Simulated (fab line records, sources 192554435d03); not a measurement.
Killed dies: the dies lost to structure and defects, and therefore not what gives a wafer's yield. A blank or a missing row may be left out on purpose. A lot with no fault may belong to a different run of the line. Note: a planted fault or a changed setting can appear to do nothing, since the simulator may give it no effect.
Which of the tools did it?	flow n5_finfet	route of 1938 steps, sampled at 1 step: 11 lots, 33 wafers

## WHAT EACH GAUGE READ, for each wafer
N5_BEOL_M2_OVL_MEAS_29.
lot	measured	on	V1_OVL (nm)
L076	day 7 04:24	overlay-02	1.2 1.0 0.8
L078	day 7 13:55	overlay-02	0.1 -1.2 -0.5
L080	day 7 22:41	overlay-02	-0.2 0.6 -0.4
L082	day 8 15:31	overlay-02	0.8 0.3 1.3
L084	day 9 09:01	overlay-01	0.4 0.3 -0.3
L086	day 9 12:36	overlay-02	0.7 0.6 -0.3
L088	day 10 04:50	overlay-01	0.0 1.1 0.8
L090	day 10 17:08	overlay-01	2.0 1.5 1.0
L092	day 11 13:24	overlay-02	0.5 0.5 0.4
L095	day 11 19:31	overlay-01	0.6 1.2 0.1
L096	day 12 15:17	overlay-02	0.8 1.1 1.0

## WHICH TOOL RAN EACH LOT (tool, then ch and the chambers of the sampled wafers, then the start)
Record: no process step prior to these readings.

## THE ANSWER, worked out from the rows above alone
Rule: the lots themselves supply what counts as usual. Put in order of their means at a reading, lots are off if they are a third of the lots or fewer, leave a main group of 4 or more, and stand apart from it by a gap of 3 or more times the standard deviation of the main group's means; of several such gaps the widest counts. A main group is skipped when, at the precision printed for the reading in the tables above, its means are all equal. A lot without any number at a reading at which 4 lots or more have one is off too. Where the step has rows for the other lots, those lots are counted as sound.
No lot is off at any reading shown: from this, nothing can be told.

## WHAT THE SIMULATOR PUT IN
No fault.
